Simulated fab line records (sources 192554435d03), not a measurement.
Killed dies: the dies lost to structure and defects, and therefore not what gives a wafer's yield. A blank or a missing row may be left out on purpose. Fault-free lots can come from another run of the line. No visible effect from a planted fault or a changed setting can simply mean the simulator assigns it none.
fab line records    flow n5-finfet
record lots=7  wafers=21
route steps=1938 shown BEOL_M6@1239 BEOL_M7@1308 BEOL_M9@1405
start-h: hours from the record's first day to the start of the lot's first wafer shown    wait-h: hours from the lot's prior step to this one    " repeats the value in the row above    L1.1+2: one row covering several wafers at once    - either no value or no given start    * or withheld: withheld    < > ~ a bound
route shown NAME@n: NAME is a module with steps in the file, n the number in the route of the first one    usual: mean and standard deviation over wafers with no fault    same: alike in all rows    chamber/n: place in a boat    sites: readings site by site    _std_site: the values' standard deviation    _edge_site: mean of outer sites minus mean of inner sites    radius-mm: how far each site lies from the wafer's centre    mask NAME#n: copy n    behind: the most recent tool/chamber to have shaped the wafer    hold: why the lot was held/for how many hours/how that ended    device: which transistor (n, p or np) failed to switch    end of line: at the end of the route, the tests of the same wafers    a step given without rows: its recipe and nothing more    killed: not the wafer's yield, but the dies lost to structure and defects at the first sort    map: per-die view of a wafer (x killed, . not killed, _ where there is no die)
set.NAME: the run value of the setting; set.NAME@STEP: its run value at that earlier step    model.NAME: the simulator's own value behind a step, which no gauge read
one table per step and one row per wafer, for lots whose settings were changed on purpose
## steps
# step N5_BEOL_M6_TRENCH_ETCH_37
# recipe chemistry=C4F6/O2  target-depth-a=944.35  target=SiCOH_lowk  time-s=31.5  ion-energy-ev=250  pressure-mtorr=30  source-w=345  bias-w=185  Ar_flow_sccm=300  C4F6_flow_sccm=10  O2_flow_sccm=10
lot.wafer  tool         chamber  start-h  wait-h  set.time-s  model.etch.depth-nm  model.BEOL_M6.feature-depth-nm
L074.1     rie-diel-01  2        -        -       31.5        94.23                94.2
L074.2     "            3        "        "       31.5        91.22                91.2
L074.5     "            1        "        "       31.5        95.92                96
L079.3     rie-diel-01  3        -        -       28.27       82.17                82.2
L079.4     "            2        "        "       28.27       84.98                85
L079.5     "            2        "        "       28.27       85.13                85.2
L081.1     rie-diel-01  1        -        -       31.5        95.21                95.2
L081.2     "            3        "        "       35.8        104                  104
L081.3     "            2        "        "       35.8        106.9                107
L080.3     rie-diel-05  2        -        -       31.5        92.8                 92.8
L080.5     "            3        "        "       29          86.57                86.6
L080.6     "            2        "        "       29          84.94                85
L089.1     rie-diel-04  3        -        -       31.5        99.06                99
L089.2     "            0        "        "       26.29       78.97                79
L089.6     "            2        "        "       31.5        94.67                94.6
L092.2     rie-diel-01  1        -        -       24.93       76.68                76.6
L092.4     "            1        "        "       24.93       75.96                76
L092.5     "            3        "        "       31.5        91.09                91
L094.1     rie-diel-05  1        -        -       31.5        96.43                96.4
L094.3     "            0        "        "       31.5        93.83                93.8
L094.6     "            2        "        "       31.5        93.23                93.2
# step N5_BEOL_M6_ETCH_41
# recipe chemistry=CH3F/O2  target=SiCN  target-depth-a=297  taper-deg=2  time-s=52  ion-energy-ev=120  mask-material=TiN  pressure-mtorr=30  source-w=395  bias-w=75  Ar_flow_sccm=150  CH3F_flow_sccm=30  O2_flow_sccm=20
# step N5_BEOL_M6_STRIP_80
# recipe chemistry=N2/H2  time-s=10  power-w=450  temp-c=40  pressure-mtorr=20  rf-frequency-hz=6e+07  bias-power-w=7  n2-flow-sccm=200  h2-flow-sccm=200
# step N5_BEOL_M6_OCD_MEAS_38
# usual trench-depth-nm=94.3/2.1
lot.wafer  tool    chamber  start-h  wait-h  set.time-s@BEOL_M6_TRENCH_ETCH_37  trench-depth-nm
L074.1     ocd-02  -        291.63   -       31.5                               94.4
L074.2     "       -        "        "       31.5                               90.9
L074.5     "       -        "        "       31.5                               95.9
L079.3     ocd-01  -        299.11   -       28.27                              82.7
L079.4     "       -        "        "       28.27                              85.0
L079.5     "       -        "        "       28.27                              84.6
L081.1     ocd-02  -        318.77   -       31.5                               95.3
L081.2     "       -        "        "       35.8                               103.8
L081.3     "       -        "        "       35.8                               106.8
L080.3     ocd-02  -        326.33   -       31.5                               92.5
L080.5     "       -        "        "       29                                 86.6
L080.6     "       -        "        "       29                                 85.2
L089.1     ocd-01  -        361.63   -       31.5                               99.1
L089.2     "       -        "        "       26.29                              78.6
L089.6     "       -        "        "       31.5                               94.4
L092.2     ocd-02  -        377.68   -       24.93                              76.5
L092.4     "       -        "        "       24.93                              75.9
L092.5     "       -        "        "       31.5                               91.2
L094.1     ocd-01  -        405.93   -       31.5                               96.5
L094.3     "       -        "        "       31.5                               93.6
L094.6     "       -        "        "       31.5                               93.0
# step N5_BEOL_M6_ALD_77
# recipe material=TaN  target-thk-a=20  temp-c=275  ald-precursor-family=PDMAT  ald-co-reactant=NH3  pressure-torr=3  carrier-flow-sccm=1500  pulse-time-s=2  purge-time-s=3  co-reactant-purge-time-s=2  co-reactant-pulse-time-s=3  ald-cycles=40  precursor-vessel-temp-c=75  precursor-vessel-pressure-torr=26.25  precursor-vessel-carrier-sccm=1000
lot.wafer   tool          chamber  start-h  wait-h  set.co-reactant-pulse-time-s
L074.1+2+5  ald-metal-03  0,3,1    292.36   0.0     3
L079.3      ald-metal-01  0        300.99   0.0     3
L079.4+5    "             3,0      "        "       3.628
L081.1+2    ald-metal-03  2,0      319.68   0.1     3.332
L081.3      "             1        "        "       3
L080.3+5+6  ald-metal-03  1,1,2    327.17   0.0     3
L089.1+6    ald-metal-02  1,0      363.04   0.1     3
L089.2      "             2        "        "       2.583
L092.2+4+5  ald-metal-01  1,2,3    378.62   0.0     3.555
L094.1+3+6  ald-metal-02  3,1,1    406.91   0.1     3
# step N5_BEOL_M6_SURFACE_TREAT_79
# recipe gas=Ar  time-s=*  ion-energy-ev=*  ion-current-ma-cm2=0.5  pressure-mtorr=*  ar-flow-sccm=30
# step N5_BEOL_M6_CVD_78
# recipe material=Co  target-thk-a=20  temp-c=withheld  precursor=CCTBA/H2  pressure-torr=30  time-s=142.3
# step N5_BEOL_M6_ECD_50
# recipe material=Cu  target-thk-a=3000
# step N5_BEOL_M6_ANNEAL_51
# recipe temp-c=225  time-s=90  ambient=N2
# step N5_BEOL_M6_CMP_52
# recipe stop-on=SiCOH_lowk  t-overpolish-s=6.9  down-force-psi=1  platen-rpm=50  clearing-platen-down-force-psi=1.5  clearing-platen-rpm=50  post-cmp-clean=cu-alkaline  target-thk-nm=80  clearing-platen-pad-velocity-m-s=0.99484  pad-velocity-m-s=0.99484
lot.wafer  tool    chamber  start-h  wait-h  set.time-s@BEOL_M6_TRENCH_ETCH_37  model.Cu_of_BEOL_M6_ECD_50.thk-nm
L074.1     cmp-04  0        294.14   0.3     31.5                               80.8
L074.2     "       3        "        "       31.5                               76.6
L074.5     "       0        "        "       31.5                               81.4
L079.3     cmp-03  0        302.01   0.2     28.27                              66.8
L079.4     "       1        "        "       28.27                              72.6
L079.5     "       0        "        "       28.27                              70.2
L081.1     cmp-02  3        322.13   0.3     31.5                               79.4
L081.3     "       0        "        "       35.8                               91.8
L081.2     "       2        "        "       35.8                               87.4
L080.3     cmp-02  0        328.99   0.3     31.5                               78.8
L080.5     "       1        "        "       29                                 71
L080.6     "       2        "        "       29                                 69
L089.2     cmp-02  2        365.92   0.2     26.29                              60.8
L089.1     "       3        "        "       31.5                               83.8
L089.6     "       1        "        "       31.5                               77
L092.4     cmp-04  2        379.77   0.1     24.93                              62.8
L092.2     "       0        "        "       24.93                              63.8
L092.5     "       2        "        "       31.5                               77.8
L094.3     cmp-02  0        408.44   0.2     31.5                               80.8
L094.1     "       3        "        "       31.5                               83
L094.6     "       1        "        "       31.5                               78.4
# step N5_BEOL_M6_THK_MEAS_53
# recipe thk-meas-gauge=xrf  reads=Cu_of_BEOL_M6_ECD_50
# usual M6_THK=77.7/2.5
lot.wafer  tool           chamber  start-h  wait-h  set.time-s@BEOL_M6_TRENCH_ETCH_37  M6_THK[nm]
L074.1     film-metro-01  -        294.43   -       31.5                               78.6
L074.2     "              -        "        "       31.5                               74.4
L074.5     "              -        "        "       31.5                               79.7
L079.3     film-metro-01  -        302.31   -       28.27                              65.2
L079.4     "              -        "        "       28.27                              70.9
L079.5     "              -        "        "       28.27                              68.6
L081.1     film-metro-02  -        322.43   -       31.5                               76.9
L081.2     "              -        "        "       35.8                               84.6
L081.3     "              -        "        "       35.8                               88.8
L080.3     film-metro-01  -        329.17   -       31.5                               77.4
L080.5     "              -        "        "       29                                 70.0
L080.6     "              -        "        "       29                                 67.9
L089.1     film-metro-01  -        366.18   -       31.5                               82.8
L089.2     "              -        "        "       26.29                              60.1
L089.6     "              -        "        "       31.5                               75.4
L092.2     film-metro-02  -        380.06   -       24.93                              62.7
L092.4     "              -        "        "       24.93                              61.5
L092.5     "              -        "        "       31.5                               76.2
L094.1     film-metro-02  -        408.73   -       31.5                               79.7
L094.3     "              -        "        "       31.5                               78.3
L094.6     "              -        "        "       31.5                               75.6
# step N5_BEOL_M6_PRE_CLEAN_55
# recipe gas=NH3  time-s=15  temp-c=withheld  rf-power-w=300
# step N5_BEOL_M6_DEP_56
# recipe material=SiCN  target-thk-a=100  temp-c=withheld  precursor=3MS/NH3  pressure-torr=3  rf-w=202  time-s=17.5
# step N5_BEOL_M6_RS_MEAS_57
# recipe thk-meas-gauge=four-point-probe  reads=Cu_of_BEOL_M6_ECD_50+Co_of_BEOL_M6_CVD_78+TaN_of_BEOL_M6_ALD_77
# usual M6_RS=0.288/0.011
lot.wafer  tool           chamber  start-h  wait-h  set.time-s@BEOL_M6_TRENCH_ETCH_37  M6_RS[ohm/sq]
L074.1     film-metro-02  -        294.56   0.1     31.5                               0.284
L074.2     "              -        "        "       31.5                               0.301
L074.5     "              -        "        "       31.5                               0.281
L079.3     film-metro-02  -        302.44   0.1     28.27                              0.355
L079.4     "              -        "        "       28.27                              0.321
L079.5     "              -        "        "       28.27                              0.335
L081.1     film-metro-02  -        322.56   0.1     31.5                               0.290
L081.2     "              -        "        "       35.8                               0.259
L081.3     "              -        "        "       35.8                               0.244
L080.3     film-metro-02  -        329.31   0.1     31.5                               0.292
L080.5     "              -        "        "       29                                 0.330
L080.6     "              -        "        "       29                                 0.341
L089.1     film-metro-02  -        366.31   0.1     31.5                               0.272
L089.2     "              -        "        "       26.29                              0.398
L089.6     "              -        "        "       31.5                               0.301
L092.2     film-metro-01  -        380.20   0.1     24.93                              0.374
L092.4     "              -        "        "       24.93                              0.381
L092.5     "              -        "        "       31.5                               0.295
L094.1     film-metro-02  -        408.87   0.1     31.5                               0.275
L094.3     "              -        "        "       31.5                               0.283
L094.6     "              -        "        "       31.5                               0.294
# step N5_BEOL_M7_TRENCH_ETCH_37
# recipe chemistry=C4F6/O2  target-depth-a=934.78  target=SiCOH_lowk  time-s=31.2  ion-energy-ev=250  pressure-mtorr=30  source-w=345  bias-w=185  Ar_flow_sccm=300  C4F6_flow_sccm=10  O2_flow_sccm=10
lot.wafer  tool         chamber  start-h  wait-h  set.time-s  model.etch.depth-nm  model.BEOL_M7.feature-depth-nm
L074.1     rie-diel-02  2        -        -       31.2        90.44                90.4
L074.2     "            3        "        "       31.2        91.97                92
L074.5     "            1        "        "       31.2        93.62                93.6
L079.3     rie-diel-03  1        -        -       31.2        92.63                92.6
L079.4     "            0        "        "       26.41       82.36                82.4
L079.5     "            3        "        "       31.2        89.63                89.6
L081.1     rie-diel-02  3        -        -       25.44       75.52                75.6
L081.2     "            1        "        "       25.44       77.65                77.6
L081.3     "            2        "        "       31.2        92.63                92.6
L080.3     rie-diel-02  2        -        -       35.48       104.5                104.6
L080.5     "            0        "        "       35.48       108.8                108.8
L080.6     "            3        "        "       31.2        92.1                 92.2
L089.1     rie-diel-03  3        -        -       31.2        90.36                90.4
L089.2     "            1        "        "       31.2        94.25                94.2
L089.6     "            0        "        "       34.18       106.8                106.8
L092.2     rie-diel-02  1        -        -       31.2        94.98                95
L092.4     "            3        "        "       35.23       105.7                105.8
L092.5     "            1        "        "       35.23       107.1                107
L094.1     rie-diel-06  3        -        -       25.04       76.62                76.6
L094.3     "            0        "        "       31.2        95.8                 95.8
L094.6     "            0        "        "       31.2        95.49                95.4
# step N5_BEOL_M7_ETCH_41
# recipe chemistry=CH3F/O2  target=SiCN  target-depth-a=319  taper-deg=2  time-s=57.8  ion-energy-ev=120  mask-material=TiN  pressure-mtorr=30  source-w=395  bias-w=75  Ar_flow_sccm=150  CH3F_flow_sccm=30  O2_flow_sccm=20
# step N5_BEOL_M7_STRIP_80
# recipe chemistry=N2/H2  time-s=10  power-w=450  temp-c=40  pressure-mtorr=20  rf-frequency-hz=6e+07  bias-power-w=7  n2-flow-sccm=200  h2-flow-sccm=200
# step N5_BEOL_M7_OCD_MEAS_38
# usual trench-depth-nm=93.5/2.1
lot.wafer  tool    chamber  start-h  wait-h  set.time-s@BEOL_M7_TRENCH_ETCH_37  trench-depth-nm
L074.1     ocd-01  -        300.88   -       31.2                               90.4
L074.2     "       -        "        "       31.2                               92.1
L074.5     "       -        "        "       31.2                               94.0
L079.3     ocd-02  -        306.76   -       31.2                               92.7
L079.4     "       -        "        "       26.41                              82.8
L079.5     "       -        "        "       31.2                               89.6
L081.1     ocd-01  -        326.32   -       25.44                              75.8
L081.2     "       -        "        "       25.44                              77.1
L081.3     "       -        "        "       31.2                               92.9
L080.3     ocd-01  -        332.47   -       35.48                              104.7
L080.5     "       -        "        "       35.48                              108.7
L080.6     "       -        "        "       31.2                               91.9
L089.1     ocd-01  -        371.85   -       31.2                               90.3
L089.2     "       -        "        "       31.2                               93.6
L089.6     "       -        "        "       34.18                              106.7
L092.2     ocd-01  -        384.92   -       31.2                               95.0
L092.4     "       -        "        "       35.23                              105.7
L092.5     "       -        "        "       35.23                              107.6
L094.1     ocd-02  -        413.77   -       25.04                              76.8
L094.3     "       -        "        "       31.2                               95.9
L094.6     "       -        "        "       31.2                               95.5
# step N5_BEOL_M7_HM_STRIP_39
# recipe chemistry=peroxide-tin-strip  material=TiN  target-depth-a=250  temp-c=50  time-s=158
# step N5_BEOL_M7_SRD_40
# recipe time-s=30  temp-c=23  rinse-liquid=diw  dry=ipa-marangoni
# step N5_BEOL_M7_ECD_50
# recipe material=Cu  target-thk-a=3000
# step N5_BEOL_M7_ANNEAL_51
# recipe temp-c=225  time-s=90  ambient=N2
# step N5_BEOL_M7_CMP_52
# recipe stop-on=SiCOH_lowk  t-overpolish-s=6.9  down-force-psi=1  platen-rpm=50  clearing-platen-down-force-psi=1.5  clearing-platen-rpm=50  post-cmp-clean=cu-alkaline  target-thk-nm=80  clearing-platen-pad-velocity-m-s=0.99484  pad-velocity-m-s=0.99484
lot.wafer  tool    chamber  start-h  wait-h  set.time-s@BEOL_M7_TRENCH_ETCH_37  model.Cu_of_BEOL_M7_ECD_50.thk-nm
L074.1     cmp-04  1        304.69   0.3     31.2                               75.6
L074.2     "       2        "        "       31.2                               79.8
L074.5     "       0        "        "       31.2                               80.4
L079.3     cmp-01  2        309.10   0.2     31.2                               77
L079.4     "       0        "        "       26.41                              68.4
L079.5     "       1        "        "       31.2                               76.4
L081.3     cmp-01  1        328.50   0.2     31.2                               81.2
L081.2+1   "       2,0      "        "       25.44                              63.6
L080.3     cmp-04  3        335.18   0.3     35.48                              92
L080.6     "       0        "        "       31.2                               79.4
L080.5     "       1        "        "       35.48                              94
L089.2     cmp-04  2        374.48   0.3     31.2                               80.6
L089.1     "       3        "        "       31.2                               77
L089.6     "       1        "        "       34.18                              91.2
L092.4     cmp-01  3        386.76   0.1     35.23                              90.6
L092.2     "       2        "        "       31.2                               80.8
L092.5     "       3        "        "       35.23                              92.4
L094.3+6   cmp-04  0        415.75   0.2     31.2                               84
L094.1     "       2        "        "       25.04                              64
# step N5_BEOL_M7_THK_MEAS_53
# recipe thk-meas-gauge=xrf  reads=Cu_of_BEOL_M7_ECD_50
# usual M7_THK=77.6/2.5
lot.wafer  tool           chamber  start-h  wait-h  set.time-s@BEOL_M7_TRENCH_ETCH_37  M7_THK[nm]
L074.1     film-metro-01  -        304.95   -       31.2                               74.5
L074.2     "              -        "        "       31.2                               78.6
L074.5     "              -        "        "       31.2                               79.1
L079.3     film-metro-01  -        309.36   -       31.2                               74.6
L079.4     "              -        "        "       26.41                              66.7
L079.5     "              -        "        "       31.2                               74.2
L081.1     film-metro-02  -        328.80   -       25.44                              61.6
L081.2     "              -        "        "       25.44                              61.8
L081.3     "              -        "        "       31.2                               78.3
L080.3     film-metro-01  -        335.36   -       35.48                              90.0
L080.5     "              -        "        "       35.48                              91.4
L080.6     "              -        "        "       31.2                               77.9
L089.1     film-metro-01  -        374.69   -       31.2                               75.2
L089.2     "              -        "        "       31.2                               78.3
L089.6     "              -        "        "       34.18                              88.8
L092.2     film-metro-01  -        387.05   -       31.2                               77.2
L092.4     "              -        "        "       35.23                              86.2
L092.5     "              -        "        "       35.23                              88.2
L094.1     film-metro-02  -        416.05   -       25.04                              62.2
L094.3     "              -        "        "       31.2                               82.0
L094.6     "              -        "        "       31.2                               81.9
# step N5_BEOL_M7_PRE_CLEAN_55
# recipe gas=NH3  time-s=15  temp-c=withheld  rf-power-w=300
# step N5_BEOL_M7_DEP_56
# recipe material=SiCN  target-thk-a=100  temp-c=withheld  precursor=3MS/NH3  pressure-torr=3  rf-w=202  time-s=17.5
# step N5_BEOL_M7_RS_MEAS_57
# recipe thk-meas-gauge=four-point-probe  reads=Cu_of_BEOL_M7_ECD_50+Co_of_BEOL_M7_CVD_78+TaN_of_BEOL_M7_ALD_77
# usual M7_RS=0.287/0.011
lot.wafer  tool           chamber  start-h  wait-h  set.time-s@BEOL_M7_TRENCH_ETCH_37  M7_RS[ohm/sq]
L074.1     film-metro-02  -        305.08   0.1     31.2                               0.307
L074.2     "              -        "        "       31.2                               0.288
L074.5     "              -        "        "       31.2                               0.285
L079.3     film-metro-01  -        309.49   0.1     31.2                               0.299
L079.4     "              -        "        "       26.41                              0.343
L079.5     "              -        "        "       31.2                               0.302
L081.1     film-metro-01  -        328.93   0.1     25.44                              0.375
L081.2     "              -        "        "       25.44                              0.374
L081.3     "              -        "        "       31.2                               0.280
L080.3     film-metro-02  -        335.49   0.1     35.48                              0.244
L080.5     "              -        "        "       35.48                              0.238
L080.6     "              -        "        "       31.2                               0.289
L089.1     film-metro-01  -        374.82   0.1     31.2                               0.299
L089.2     "              -        "        "       31.2                               0.283
L089.6     "              -        "        "       34.18                              0.245
L092.2     film-metro-01  -        387.19   0.1     31.2                               0.283
L092.4     "              -        "        "       35.23                              0.247
L092.5     "              -        "        "       35.23                              0.241
L094.1     film-metro-02  -        416.21   0.1     25.04                              0.374
L094.3     "              -        "        "       31.2                               0.270
L094.6     "              -        "        "       31.2                               0.272
# step N5_BEOL_M9_HM_DEP_02
# recipe material=TiN  target-thk-a=200  temp-c=25  chamber-pressure-pa=0.49996
lot.wafer  tool            chamber  start-h  wait-h  set.target-thk-a  model.TiN_of_BEOL_M9_HM_DEP_02.thk-nm
L074.1     pvd-sputter-02  -        315.61   1.7     200               20
L074.2+5   "               -        "        "       200               20.4
L079.3     pvd-sputter-03  -        326.82   1.3     174.7             17
L079.4     "               -        "        "       200               19.8
L079.5     "               -        "        "       174.7             17.2
L081.1     pvd-sputter-03  -        337.35   1.1     226.7             22.2
L081.2     "               -        "        "       200               20.2
L081.3     "               -        "        "       226.7             22.4
L080.3     pvd-sputter-02  -        346.85   1.5     175.5             17.6
L080.5     "               -        "        "       200               19.4
L080.6     "               -        "        "       175.5             17.2
L089.1     pvd-sputter-03  -        384.85   1.7     200               20
L089.2     "               -        "        "       190.8             19
L089.6     "               -        "        "       190.8             18.8
L092.2+5   pvd-sputter-01  -        397.06   1.1     200               20.4
L092.4     "               -        "        "       200               20
L094.1     pvd-sputter-02  -        424.55   1.3     214.2             20.8
L094.3     "               -        "        "       200               19
L094.6     "               -        "        "       200               19.4
## key
split step=N5_BEOL_M6_TRENCH_ETCH_37  setting=time-s  stated=31.5  by=wafer
response step=N5_BEOL_M6_TRENCH_ETCH_37  reading=model.etch.depth-nm  change=+0.835  per=1%  r=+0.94
response step=N5_BEOL_M6_TRENCH_ETCH_37  reading=model.BEOL_M6.feature-depth-nm  change=+0.832  per=1%  r=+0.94
response step=N5_BEOL_M6_OCD_MEAS_38  reading=trench-depth-nm  change=+0.837  per=1%  r=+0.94
response step=N5_BEOL_M6_CMP_52  reading=model.Cu_of_BEOL_M6_ECD_50.thk-nm  change=+0.872  per=1%  r=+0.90
response step=N5_BEOL_M6_THK_MEAS_53  reading=M6_THK  change=+0.844  per=1%  r=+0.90
response step=N5_BEOL_M6_RS_MEAS_57  reading=M6_RS  change=-0.00462  per=1%  r=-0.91
split step=N5_BEOL_M6_ALD_77  setting=co-reactant-pulse-time-s  stated=3  by=wafer
response none clear
split step=N5_BEOL_M7_TRENCH_ETCH_37  setting=time-s  stated=31.2  by=wafer
response step=N5_BEOL_M7_TRENCH_ETCH_37  reading=model.etch.depth-nm  change=+0.915  per=1%  r=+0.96
response step=N5_BEOL_M7_TRENCH_ETCH_37  reading=model.BEOL_M7.feature-depth-nm  change=+0.912  per=1%  r=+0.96
response step=N5_BEOL_M7_OCD_MEAS_38  reading=trench-depth-nm  change=+0.921  per=1%  r=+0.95
response step=N5_BEOL_M7_CMP_52  reading=model.Cu_of_BEOL_M7_ECD_50.thk-nm  change=+0.914  per=1%  r=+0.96
response step=N5_BEOL_M7_THK_MEAS_53  reading=M7_THK  change=+0.873  per=1%  r=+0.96
response step=N5_BEOL_M7_RS_MEAS_57  reading=M7_RS  change=-0.00426  per=1%  r=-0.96
split step=N5_BEOL_M9_HM_DEP_02  setting=target-thk-a  stated=200  by=wafer
response step=N5_BEOL_M9_HM_DEP_02  reading=model.TiN_of_BEOL_M9_HM_DEP_02.thk-nm  change=+0.184  per=1%  r=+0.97
